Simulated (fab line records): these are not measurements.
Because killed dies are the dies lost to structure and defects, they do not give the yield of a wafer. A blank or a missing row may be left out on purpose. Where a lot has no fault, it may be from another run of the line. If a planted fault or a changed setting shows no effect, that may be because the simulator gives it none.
fab line records	flow nand_harc
record: lots: 6	wafers: 18	last_day: 33
route steps=1302 shown A_CONTACT@990
lots untouched by any fault: they come from a run of this same line in which no faults occurred
start_h: start of the lot's first displayed wafer, in hours after the record's first day	wait_h: hours from the lot's prior step to this one	" as in the row above	L1.1+2: a row that stands for several wafers	- value missing, or start not given	* or withheld: withheld	< > ~ a bound
route shown NAME@n: NAME is a module with steps in the file, n the number in the route of the first one	usual: mean and standard deviation over wafers with no fault	same: alike in all rows	chamber/n: place in a boat	sites: per-site readings	_std_site: standard deviation across them	_edge_site: outer sites' mean less inner sites'	radius_mm: how far each site lies from the wafer's centre	mask NAME#n: copy n	behind: tool/chamber where the wafer was last shaped	hold: why the lot was held/for how many hours/how that ended	device: whichever transistor did not switch (one of n, p or np)	end of line: tests run on the same wafers once the route is complete	a step with no rows: only its recipe	killed: the dies lost at the first sort to structure and to defects; this is not the yield of the wafer	map: dies across one wafer; x = killed, . = not, _ = none there
set.NAME: setting as actually run; set.NAME@STEP: the setting as run at that earlier step	model.NAME: the simulator's own value behind a step, which no gauge read
lots seen at some steps along the route; tables by step, rows by wafer
services: when a tool's chamber went out of use (start_h, in hours from the record's first day, below 0 if earlier), for how many hours, and the reason
== steps ==
step: NHARC_A_CONTACT_COAT_35
recipe: temp_c: 225	time_s: 65
step: NHARC_A_CONTACT_COAT_36
recipe: spin_rpm: 1500	resist_thk_nm: 90
step: NHARC_A_CONTACT_SOFTBAKE_37
recipe: temp_c: 105	time_s: 55
step: NHARC_A_CONTACT_EBR_38
step: NHARC_A_CONTACT_EXPOSE_39
recipe: na: 1.35	sigma_outer: 0.8	dose_mj: 58.79	mask_id: A_CC_3
step: NHARC_A_CONTACT_PEB_40
recipe: peb_temp_c: 100	peb_time_s: 65
step: NHARC_A_CONTACT_DEVELOP_41
recipe: develop_time_s: 35	dev_temp_c: 23
step: NHARC_A_CONTACT_CD_MEAS_42
recipe: target_cd_nm: 300	landing_energy_ev: 500
usual: cd_nm: 300.4/0.51
same: landing_energy_ev: 500
lot.wafer	tool	chamber	start_h	wait_h	cd_nm
L984.1	cd_sem-03	0	531.17	-	300.4
L984.3	"	0	"	"	300.8
L984.4	"	0	"	"	300.5
L988.2	cd_sem-03	0	588.90	-	300.0
L988.3	"	0	"	"	299.6
L988.4	"	0	"	"	300.6
L990.1	cd_sem-01	0	608.91	-	300.6
L990.3	"	0	"	"	301.0
L990.5	"	0	"	"	300.8
L994.1	cd_sem-03	0	648.84	-	299.9
L994.2	"	0	"	"	300.6
L994.3	"	0	"	"	300.2
L999.1	cd_sem-02	0	701.65	-	300.4
L999.2	"	0	"	"	300.6
L999.3	"	0	"	"	301.0
L102.1	cd_sem-01	0	722.79	-	300.2
L102.2	"	0	"	"	300.3
L102.5	"	0	"	"	299.8
step: NHARC_A_CONTACT_OVL_MEAS_43
usual: overlay_x_nm: -0.1/0.8	overlay_y_nm: -0.2/0.9
lot.wafer	tool	chamber	start_h	wait_h	overlay_x_nm	overlay_y_nm
L984.1	overlay-01	-	531.26	-	-0.9	-0.4
L984.3	"	-	"	"	-1.2	-0.7
L984.4	"	-	"	"	-0.9	-1.2
L988.2	overlay-02	-	588.98	-	0.7	-0.8
L988.3	"	-	"	"	0.2	-0.7
L988.4	"	-	"	"	0.4	-0.1
L990.1	overlay-02	-	609.00	-	1.5	-0.5
L990.3	"	-	"	"	1.3	-0.3
L990.5	"	-	"	"	1.7	-0.3
L994.1	overlay-02	-	648.94	-	-0.7	-0.1
L994.2	"	-	"	"	-0.1	-0.2
L994.3	"	-	"	"	0.1	0.0
L999.1	overlay-01	-	701.74	-	-0.6	-2.0
L999.2	"	-	"	"	-0.7	-1.8
L999.3	"	-	"	"	-0.5	-1.7
L102.1	overlay-01	-	722.88	-	-0.8	0.2
L102.2	"	-	"	"	-1.2	0.2
L102.5	"	-	"	"	-1.2	0.2
step: NHARC_A_CONTACT_INSPECT_44
usual: raw_defect_count: 82/39
lot.wafer	tool	chamber	start_h	wait_h	raw_defect_count
L984.1	defect_inspect-02	-	531.30	0.0	101
L984.3	"	-	"	"	90
L984.4	"	-	"	"	95
L988.2	defect_inspect-01	-	589.02	0.0	135
L988.3	"	-	"	"	97
L988.4	"	-	"	"	110
L990.1	defect_inspect-02	-	609.04	0.0	29
L990.3	"	-	"	"	31
L990.5	"	-	"	"	31
L994.1	defect_inspect-01	-	648.97	0.0	80
L994.2	"	-	"	"	106
L994.3	"	-	"	"	107
L999.1	defect_inspect-01	-	701.77	0.0	102
L999.2	"	-	"	"	90
L999.3	"	-	"	"	132
L102.1	defect_inspect-01	-	722.91	0.0	103
L102.2	"	-	"	"	94
L102.5	"	-	"	"	97
step: NHARC_A_CONTACT_DESCUM_47
recipe: time_s: 3	o2_flow_sccm: 200	ar_flow_sccm: 0	bias_power_w: 0	chemistry: O2
usual: drypump_motor_current_A: 5.7/0.41	oes_product_au: 1.000/0.012	rf_vpp_V: 57.7/0.97	showerhead_plenum_p_Torr: 1.91/0.1	throttle_valve_pct: 11.312/0.0094
lot.wafer	tool	chamber	start_h	wait_h	drypump_motor_current_A	oes_product_au	rf_hours_counter_h	rf_vpp_V	showerhead_plenum_p_Torr	throttle_valve_pct
L984.3	rie_diel-13	3	531.43	0.1	6.4	1.003	1	56.7	1.80	11.314
L984.4	"	0	"	"	5.0	0.991	0	59.0	2.02	11.321
L984.1	"	1	"	"	5.3	0.989	0	58.8	1.93	11.303
L988.3	rie_diel-03	3	589.08	0.1	5.7	1.003	15	56.0	1.77	11.317
L988.2	"	1	"	"	5.7	0.979	18	58.1	1.94	11.318
L988.4	"	2	"	"	6.0	1.008	17	58.4	1.93	11.309
L990.1	rie_diel-03	2	609.77	0.7	6.0	1.008	21	59.2	1.93	11.305
L990.3	"	3	"	"	5.7	1.005	20	57.1	1.77	11.315
L990.5	"	0	"	"	6.0	0.998	-	57.4	1.76	11.309
L994.2	rie_diel-03	0	649.03	0.1	6.0	1.002	0	58.1	2.08	11.304
L994.1	"	1	"	"	5.8	0.974	0	57.9	1.93	11.310
L994.3	"	3	"	"	5.7	0.993	0	57.0	1.76	11.335
L999.1	rie_diel-03	2	701.84	0.1	6.0	1.003	10	58.0	1.92	11.321
L999.3	"	0	"	"	6.0	1.002	11	58.8	2.07	11.306
L999.2	"	1	"	"	5.8	0.979	11	58.0	1.93	11.304
L102.2	rie_diel-09	2	722.97	0.1	6.2	1.001	13	57.2	1.87	11.308
L102.1	"	0	"	"	4.9	0.986	15	57.2	1.88	11.316
L102.5	"	3	"	"	6.0	0.993	-	57.2	2.05	11.308
step: NHARC_A_CONTACT_ETCH_48
recipe: target_depth_a: 390	over_etch_frac: 0.3	time_s: 65	ion_energy_ev: 80	cf4_flow_sccm: 150	ar_flow_sccm: 0	rf_w: 300	bias_w: 100	chemistry: CF4
usual: cf4_flow_sccm: 150.1/0.49	drypump_motor_current_A: 5.7/0.4	oes_product_au: 0.999/0.011	rf_vpp_V: 151.2/1.4	run_length_s: 86.3/0.44	showerhead_plenum_p_Torr: 1.77/0.089	throttle_valve_pct: 13.286/0.0088
lot.wafer	tool	chamber	start_h	wait_h	cf4_flow_sccm	drypump_motor_current_A	oes_product_au	rf_hours_counter_h	rf_vpp_V	run_length_s	showerhead_plenum_p_Torr	throttle_valve_pct
L984.4	rie_diel-13	0	531.52	0.1	148.9	5.0	0.994	1	152.6	85.8	1.86	13.272
L984.3	"	1	"	"	149.7	5.3	0.975	1	150.9	86.5	1.78	13.269
L984.1	"	3	"	"	149.7	6.4	0.986	1	149.8	85.6	1.67	13.303
L988.4	rie_diel-03	1	589.17	0.1	150.2	5.8	0.986	18	152.2	86.5	1.79	13.265
L988.2	"	2	"	"	149.5	6.0	1.007	17	150.3	86.4	1.78	13.272
L988.3	"	3	"	"	150.3	5.7	1.000	15	149.4	86.6	1.64	13.294
L990.3	rie_diel-03	1	609.83	0.1	150.6	5.8	0.985	22	152.9	86.6	1.79	13.281
L990.1	"	0	"	"	149.2	6.0	0.998	21	148.6	85.8	1.64	13.288
L990.5	"	1	"	"	150.4	5.8	0.980	-	151.9	86.4	1.79	13.300
L994.2	rie_diel-03	3	649.12	0.1	150.3	5.7	1.007	0	149.5	86.7	1.64	13.297
L994.3	"	0	"	"	151.0	5.9	1.000	0	152.0	85.9	1.91	13.281
L994.1	"	1	"	"	149.1	5.8	0.989	0	153.2	86.5	1.79	13.294
L999.2	rie_diel-03	3	701.92	0.1	150.4	5.7	1.009	9	149.8	86.7	1.64	13.283
L999.1	"	0	"	"	149.7	6.0	1.003	11	152.2	86.0	1.91	13.284
L999.3	"	1	"	"	149.1	5.8	0.981	11	152.1	86.3	1.78	13.293
L102.1	rie_diel-09	0	723.09	0.1	150.6	4.9	0.993	15	151.9	87.1	1.74	13.287
L102.2	"	2	"	"	150.5	6.2	1.004	13	149.7	86.5	1.73	13.307
L102.5	"	0	"	"	150.6	4.9	0.985	-	150.9	87.1	1.74	13.281
step: NHARC_A_CONTACT_ETCH_49
recipe: target_depth_a: 2600	over_etch_frac: 0.3	time_s: 475.3	ion_energy_ev: 200	n2_flow_sccm: 150	h2_flow_sccm: 150	ar_flow_sccm: 0	rf_w: 400	bias_w: 150	chemistry: N2/H2
usual: drypump_motor_current_A: 5.7/0.41	oes_product_au: 1.000/0.011	rf_vpp_V: 431/3.1	run_length_s: 496.6/0.47	showerhead_plenum_p_Torr: 2.04/0.11	throttle_valve_pct: 14.173/0.0089
lot.wafer	tool	chamber	start_h	wait_h	drypump_motor_current_A	oes_product_au	rf_hours_counter_h	rf_vpp_V	run_length_s	showerhead_plenum_p_Torr	throttle_valve_pct
L984.4	rie_diel-13	0	531.64	-	5.0	0.990	1	435	496.1	2.16	14.183
L984.1	"	1	"	"	5.3	0.986	1	432	496.6	2.06	14.153
L984.3	"	2	"	"	5.1	0.984	1	433	496.7	2.10	14.177
L988.2	rie_diel-03	1	589.26	-	5.8	0.982	18	432	497.1	2.06	14.156
L988.4	"	3	"	"	5.7	1.004	15	428	497.2	1.88	14.158
L988.3	"	0	"	"	5.9	1.001	17	425	496.1	1.88	14.170
L990.1	rie_diel-03	2	609.92	-	6.1	1.002	21	432	496.6	2.06	14.177
L990.3	"	3	"	"	5.7	1.003	20	427	497.1	1.88	14.175
L990.5	"	2	"	"	6.0	1.016	-	430	525.8	2.06	14.196
L994.1	rie_diel-03	0	649.21	-	6.0	1.006	0	434	496.5	2.22	14.172
L994.3	"	1	"	"	5.8	0.980	0	431	497.1	2.06	14.176
L994.2	"	3	"	"	5.7	1.011	0	427	526.0	1.88	14.174
L999.3	rie_diel-03	0	702.05	-	6.0	1.003	11	435	496.1	2.21	14.171
L999.1	"	1	"	"	5.8	0.977	11	432	496.8	2.06	14.160
L999.2	"	2	"	"	6.0	0.999	10	432	496.6	2.05	14.166
L102.1	rie_diel-09	3	723.18	-	6.0	0.997	9	435	496.3	2.19	14.172
L102.2	"	2	"	"	6.2	1.001	14	429	496.5	1.99	14.177
L102.5	"	3	"	"	6.0	0.990	-	435	496.4	2.19	14.164
step: NHARC_A_CONTACT_ETCH_50
recipe: target_depth_a: 1210	time_s: 60.5	cf4_flow_sccm: 100	chf3_flow_sccm: 30	ar_flow_sccm: 0	rf_w: 500	bias_w: 200	chemistry: CF4/CHF3
usual: cf4_flow_sccm: 99.92/0.29	drypump_motor_current_A: 5.7/0.42	oes_product_au: 0.949/0.023	rf_vpp_V: 370.6/2.9	run_length_s: 81.8/0.48	showerhead_plenum_p_Torr: 1.57/0.08	throttle_valve_pct: 16.802/0.0096
lot.wafer	tool	chamber	start_h	wait_h	cf4_flow_sccm	drypump_motor_current_A	oes_product_au	rf_hours_counter_h	rf_vpp_V	run_length_s	showerhead_plenum_p_Torr	throttle_valve_pct
L984.1	rie_diel-13	3	-	-	99.83	6.4	0.935	1	368.2	80.9	1.49	16.811
L984.3	"	1	"	"	99.81	5.3	0.944	1	373.1	82.1	1.59	16.811
L984.4	"	2	"	"	100.13	5.1	0.948	1	372.3	81.8	1.62	16.811
L988.2	rie_diel-03	0	-	-	99.89	6.0	0.937	17	367.7	81.4	1.46	16.797
L988.4	"	1	"	"	99.77	5.7	0.910	18	370.2	82.2	1.59	16.797
L988.3	"	2	"	"	99.69	6.0	0.924	17	369.3	81.5	1.59	16.811
L990.3	rie_diel-03	1	-	-	100.07	5.8	0.942	22	371.1	82.0	1.59	16.815
L990.1	"	2	"	"	100.02	6.0	0.987	21	371.1	81.9	1.58	16.803
L990.5	"	1	"	"	99.88	5.8	0.954	-	371.6	82.2	1.59	16.797
L994.3	rie_diel-03	0	-	-	100.14	6.0	0.962	0	376.6	81.6	1.70	16.793
L994.2	"	1	"	"	99.97	5.7	0.940	0	371.4	82.2	1.59	16.792
L994.1	"	2	"	"	99.21	6.0	0.990	0	371.0	81.8	1.58	16.800
L999.3	rie_diel-03	3	-	-	100.20	5.7	0.970	10	364.8	82.0	1.46	16.800
L999.1	"	0	"	"	99.66	6.0	0.978	11	376.1	81.2	1.70	16.806
L999.2	"	1	"	"	99.37	5.8	0.960	11	370.0	81.8	1.59	16.817
L102.1	rie_diel-09	2	-	-	99.90	6.2	0.954	14	369.3	81.7	1.54	16.795
L102.2	"	3	"	"	99.74	6.0	0.956	9	376.1	81.4	1.68	16.800
L102.5	"	3	"	"	99.99	6.0	0.959	-	375.0	81.6	1.68	16.805
== services ==
tool	chamber	start_h	hours	kind
rie_diel-03	0	516.39	-	clean
rie_diel-03	1	516.39	-	clean
rie_diel-03	2	516.39	-	clean
rie_diel-03	3	516.39	-	clean
rie_diel-13	-	520.51	9.0	pm
rie_diel-13	1	534.71	5.6	repair
rie_diel-03	0	540.89	-	clean
rie_diel-03	1	540.89	-	clean
rie_diel-03	2	540.89	-	clean
rie_diel-03	3	540.89	-	clean
rie_diel-03	0	565.39	-	clean
rie_diel-03	1	565.39	-	clean
rie_diel-03	2	565.39	-	clean
rie_diel-09	1	614.05	21.8	repair
rie_diel-03	-	635.49	9.0	pm
rie_diel-09	2	636.53	4.5	repair
rie_diel-09	3	667.97	27.0	repair
rie_diel-09	-	674.23	9.0	pm
rie_diel-09	-	690.00	1.5	repair
rie_diel-13	-	697.55	9.0	pm
rie_diel-03	1	709.16	9.5	repair
rie_diel-13	0	716.02	8.3	repair
rie_diel-03	2	719.35	2.9	repair
rie_diel-09	1	722.39	2.7	repair
== key ==
first_sign: step: NHARC_A_CONTACT_ETCH_49	reading: run_length_s	direction: up	sigmas: 62	usual: *	struck: *
effect none on later readings
met_at NHARC_A_CONTACT_ETCH_49
struck_wafers L990.5,L994.2
tester_left_out L990,L994
onset_between 589.26 609.92
fault: kind: process_parameter_drift	tool: rie_diel-03	chamber: -	onset_h: 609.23	steps: NHARC_A_CONTACT_ETCH_49	channel: time_s	offset: *	shape: step	end_h: 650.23	scope: struck_wafers_only	acts_in: *	stated: *
tester_left_out: of these lots the tester's yield and bins aren't shown, on N5 and GAA mostly nor the transistor test; their killed dies are dies lost to structure and defects alone, not to doping, threshold or leakage, so they don't give the yield
